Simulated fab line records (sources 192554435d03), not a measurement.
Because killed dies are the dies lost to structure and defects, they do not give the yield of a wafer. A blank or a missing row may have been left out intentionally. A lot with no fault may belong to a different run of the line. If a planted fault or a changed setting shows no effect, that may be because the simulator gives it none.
A lot that was struck, set against a sound lot | flow n5_finfet | 27 out of 1938 route steps
Sound: the wafers L147.1, L147.5, L147.6. Struck: wafer L158.3. (L158.6 of the same lot was not struck and is left out.) The cause comes at the end.
Order at every step that has rows: each side's tool, ch and its chambers, its first start. Under that, the readings that differ: sound wafers | struck wafers | difference of the means | sigmas: that difference in standard deviations of wafers without a fault.
alike: words and numbers the same on both sides, and readings whose means are apart by under 2 such deviations; not compared: readings that were withheld, readings missing a value for some wafer, numbers with overlapping values and no deviation given by the record, and bounds like >300 which may hide the same value.
Wherever a step has rows on one side only, a row that says differs or no value, or a row with sigmas, the two part there. When numbers do not overlap yet have no deviation, they are printed without sigmas and do not part them. Lack of a reading on every wafer of one side parts them only where that side has two or more wafers.

first, 9 steps without rows for these wafers: N5_BEOL_M7_DESCUM_33 (chemistry O2, time 7 s); N5_BEOL_M7_ETCH_72 (etches underlayer in N2/H2, target depth 6.5 nm, time 5.2 s); N5_BEOL_M7_ETCH_65 (etches SiARC in CF4, target depth 15.6 nm, time 26 s); N5_BEOL_M7_ETCH_66 (etches SOC in N2/H2, target depth 80 nm, overetch 16 nm, time 120 s); N5_BEOL_M7_STRIP_69 (strips in N2/H2); N5_BEOL_M7_STRIP_73 (strips in N2/H2); N5_BEOL_M7_VIA_ETCH_34 (etches SiCOH lowk in C4F6/O2, target depth 125.5 nm, time 50.5 s); N5_BEOL_M7_STRIP_76 (strips in C4F6/O2); N5_BEOL_M7_STRIP_36 (strips in N2/H2).
N5_BEOL_M7_TRENCH_ETCH_37: etches SiCOH lowk in C4F6/O2, target depth 93.478 nm, time 31.2 s.
  sound on rie_diel-01 ch 0,3, day 11 22:14; struck on rie_diel-01 ch 0, day 14 11:11
  reading                             | sound            | struck | difference | sigmas
  model.BEOL_M7.feature_depth_nm (nm) | 92.2 94.4 91.4   | 98.4   | +5.7       |
  model.etch.depth_nm (nm)            | 92.17 94.5 91.38 | 98.47  | +5.79      |
  alike: drypump_motor_current_A, oes_product_au, rf_vpp_V, showerhead_plenum_p_Torr, throttle_valve_pct
  not compared: rf_hours_counter_h
then, 15 steps without rows for these wafers: N5_BEOL_M7_ETCH_41 (etches SiCN in CH3F/O2, target depth 31.9 nm, time 57.8 s); N5_BEOL_M7_STRIP_80 (strips in N2/H2, time 10 s); N5_BEOL_M7_HM_STRIP_39 (strips TiN in peroxide tin strip, target depth 25 nm, time 158 s); N5_BEOL_M7_SRD_40 (time 30 s); N5_BEOL_M7_PRECLEAN_42 (cleans in residue remover, time 60 s); N5_BEOL_M7_SRD_43 (time 30 s); N5_BEOL_M7_CURE_75 (cures SiCOH lowk, time 120 s); N5_BEOL_M7_DEGAS_44 (time 60 s); N5_BEOL_M7_PRE_CLEAN_45 (time 30 s); N5_BEOL_M7_ALD_77 (deposits TaN, target thk 2 nm, pulse time 2 s, purge time 3 s); N5_BEOL_M7_SURFACE_TREAT_79; N5_BEOL_M7_CVD_78 (deposits Co from CCTBA/H2, target thk 2 nm, time 142.3 s); N5_BEOL_M7_SPUTTER_48 (material Cu, target thk 10 nm, time 1.667 s); N5_BEOL_M7_ECD_50 (material Cu, target thk 300 nm); N5_BEOL_M7_ANNEAL_51 (time 90 s).
N5_BEOL_M7_CMP_52: polishes, stops on SiCOH lowk, t overpolish 6.9 s, target thk 80 nm.
  sound on cmp-02 ch 0,1,3, day 12 00:51; struck on cmp-04 ch 1, day 14 13:22
  reading                                | sound          | struck | difference | sigmas
  model.Cu_of_BEOL_M7_ECD_50.thk_nm (nm) | 77.6 81.2 79.6 | 83.8   | +4.3       |
  alike: barrier_field_endpoint_s, clearing_platen_rpm, motor_current_A, overpolish_run_s, time_to_endpoint_s
-- the record jumps here: 3 days lie between the struck wafers' starts before and after (it left off in module BEOL_M7 and takes up again in module PASSIVATION, whose first step shown is number 1936 of the route) --
N5_PASSIVATION_PROBE_49:
  sound: prober-01 at day 15 04:19; struck: prober-02 at day 17 16:03
  reading            | sound   | struck | difference | sigmas
  killed_at_contacts | 7 11 11 | 22     | +12        | +2
  killed_at_other    | 4 2 1   | 15     | +13        | +4
  alike: defect_limited_yield, killed_at_M0_to_M3, killed_at_M4_up, killed_at_front_end, killed_dies, killed_open, killed_short, sort_bin_5_function, sort_bin_6_memory, sort_n_pass, sort_yield_pct

WHERE THEY PART
Only at N5_PASSIVATION_PROBE_49, within this record.

WHY: what had been put in by the simulator
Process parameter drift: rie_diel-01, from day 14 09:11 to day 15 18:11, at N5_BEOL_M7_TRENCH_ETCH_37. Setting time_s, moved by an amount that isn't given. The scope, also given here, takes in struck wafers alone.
